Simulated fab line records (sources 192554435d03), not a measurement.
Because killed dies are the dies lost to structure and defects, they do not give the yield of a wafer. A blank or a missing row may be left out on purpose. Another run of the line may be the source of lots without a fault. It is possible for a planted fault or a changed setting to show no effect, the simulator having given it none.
Split-lot experiment -- flow n5 finfet -- 21 wafers read from 7 lots, route of 1938 steps

THE SPLIT
At N5_MOL_CONTACT_COAG_EXPOSE_81 (exposes mask VG, defocus 0 nm), the setting dose mj was moved away from the recipe's 59.5 on 10 of the 21 wafers read, by -7.1% to +6.9%. The other wafers ran this setting at the recipe's value.

FROM THE SPLIT TO THE READING: what the file shows between them, 8 steps
- N5_MOL_CONTACT_COAG_PEB_82: peb time 60 s
- N5_MOL_CONTACT_COAG_DEVELOP_83: develop time 30 s
- N5_MOL_CONTACT_COAG_CD_MEAS_84: target cd 25.1 nm
- N5_MOL_CONTACT_COAG_ALD_131: deposits SiO2, target thk 5 nm, pulse time 1 s, co reactant pulse time 1 s (also split here: ald cycles)
- N5_MOL_CONTACT_COAG_ETCHBACK_132: etches SiO2 in CHF3, target depth 10 nm, time 6.7 s
- N5_MOL_CONTACT_COAG_ETCH_91: etches SOC in N2/H2, target depth 60 nm, overetch 21 nm, time 101.2 s
- N5_MOL_CONTACT_COAG_PRECLEAN_144: cleans in alkaline clean, time 60 s
- N5_MOL_CONTACT_COAG_SRD_145: time 30 s

THE READING
cd nm at N5_MOL_CONTACT_COAG_CD_MEAS_137, given in nm (cd target 16 nm). Fault-free wafers of this fab line usually give 15.97 nm, standard deviation 0.28 nm.

wafer,"tool, chamber at the split",dose mj as run,against the recipe,"cd nm, nm",against lot-mates on the recipe
L077.4,"euv scanner-01, 0",59.5,recipe,16.01,-
L077.5,"euv scanner-01, 0",63.59,+6.9%,16.86,+0.85
L077.6,"euv scanner-01, 0",63.59,+6.9%,17.88,+1.87
L081.1,"euv scanner-01, 0",62.2,+4.5%,16.53,+0.73
L081.5,"euv scanner-01, 0",59.5,recipe,15.80,-
L081.6,"euv scanner-01, 0",62.2,+4.5%,17.38,+1.58
L083.3,"euv scanner-02, 0",59.5,recipe,16.34,-
L083.4,"euv scanner-02, 0",59.5,recipe,16.38,-
L083.6,"euv scanner-02, 0",62.54,+5.1%,16.88,+0.52
L084.4,"euv scanner-01, 0",59.5,recipe,16.48,-
L084.5,"euv scanner-01, 0",59.5,recipe,16.07,-
L084.6,"euv scanner-01, 0",59.5,recipe,16.32,-
L088.2,"euv scanner-01, 0",59.5,recipe,15.99,-
L088.5,"euv scanner-01, 0",63,+5.9%,17.27,+1.28
L088.6,"euv scanner-01, 0",63,+5.9%,17.17,+1.18
L093.2,"euv scanner-02, 0",58.19,-2.2%,15.73,-0.20
L093.3,"euv scanner-02, 0",58.19,-2.2%,15.38,-0.55
L093.5,"euv scanner-02, 0",59.5,recipe,15.93,-
L097.2,"euv scanner-01, 0",59.5,recipe,16.13,-
L097.4,"euv scanner-01, 0",59.5,recipe,15.92,-
L097.5,"euv scanner-01, 0",55.3,-7.1%,14.71,-1.31

FIT RESULTS
A straight line over all 21 wafers: cd nm changes by +0.189 nm for each +1% of dose mj; r = +0.93; the points scatter about the line by 0.28 nm.
The same after taking each lot's own level away (the mean of its wafers on the recipe; 21 wafers): +0.195 nm for each +1%; r = +0.93; scatter 0.28 nm.
The reading moves by 1.4 nm for the largest change in dose mj, on that fit.
The lots' own levels span 15.800 to 16.360 nm, that is 2.0 times the standard deviation above.
The two slopes are in agreement: the lot-to-lot level therefore moves the slope only a little.
Check: for one of the wafers moved furthest among these (-7.1%), held out of the fit, the line's prediction against its lot-mates is -1.38 nm. It came out at -1.31 nm against them.

FURTHER SPLITS ON THESE WAFERS
Note: prior to the reading, these wafers also went through further splits. Each is held against what the fit with the lots' levels taken away leaves over:
other split on the same wafers,wafers away from the commonest value,r with cd nm (lot level and that fit taken away)
N5_HKMG_FIN_CVD_62 temp c,7,+0.26
N5_GATE_CUT_COAT_07 spin rpm,5,-0.31
N5_GATE_CUT_EXPOSE_10 dose mj,5,-0.12
N5_MOL_CONTACT_COAG_COAT_104 spin rpm,3,-0.05
N5_MOL_CONTACT_COAG_ALD_131 ald cycles,8,-0.09

THE WHOLE CHAIN: every reading that the file lists as answering this split, in the file's order
step,what it does,reading,change (the file's fit),r (the file's)
N5_MOL_CONTACT_COAG_CD_MEAS_84,target cd 25.1 nm,cd nm,+0.193 nm for each +1% of the setting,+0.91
N5_MOL_CONTACT_COAG_CD_MEAS_137,target cd 16 nm,cd nm,+0.189 nm for each +1% of the setting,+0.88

FILE'S OWN FIT
cd nm changes by +0.189 nm for each +1% of dose mj, r = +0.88.
